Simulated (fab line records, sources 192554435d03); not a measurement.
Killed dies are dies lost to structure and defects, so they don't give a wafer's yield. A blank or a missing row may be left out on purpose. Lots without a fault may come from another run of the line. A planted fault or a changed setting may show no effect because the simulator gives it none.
Chamber matching | flow n5_finfet | N5_BEOL_M3_CO_CAP_55 on cvd_co-02: 3 sister chambers
The step material Co, precursor CCTBA/H2, target thk 2 nm, time 102.1 s. 3 wafers are shown with their chamber, then 12 later ones without.

WAFERS WITH THEIR CHAMBER
wafer  | chamber | heater_power_w (W)
L089.1 | 1       | 219
L089.4 | 2       | 194
L089.6 | 0       | 256

WAFERS WITHOUT THEIR CHAMBER
wafer  | heater_power_w (W)
L090.3 | 218
L090.4 | 192
L090.6 | 219
L093.2 | 190
L093.3 | 226
L093.4 | 256
L095.2 | 199
L095.5 | 197
L095.6 | 251
L097.3 | 199
L097.4 | 198
L097.5 | 258

WHICH CHAMBER EACH WENT THROUGH
wafer  | from the rows above | in truth
L090.3 | 1                   | 1
L090.4 | 2                   | 2
L090.6 | 1                   | 1
L093.2 | 2                   | 2
L093.3 | 1                   | 1
L093.4 | 0                   | 0
L095.2 | 2                   | 2
L095.5 | 2                   | 2
L095.6 | 0                   | 0
L097.3 | 2                   | 2
L097.4 | 2                   | 2
L097.5 | 0                   | 0
Placed correctly: 12 of 12. Can't be placed from these rows: 0. Placed wrongly: 0.
How it was worked out, from the rows above alone: a wafer's distance from a chamber is the root of the sum, over the readings, of the square of ((its reading less the chamber's mean) divided by the reading's scatter). The wafer belongs to the nearest chamber; if the next one is less than 2 further off, it can't be placed. A chamber's mean is the mean of its shown wafers. The scatter: with one shown wafer a chamber, the root of the mean of the squares of how far each hidden wafer lies from its nearest shown one.
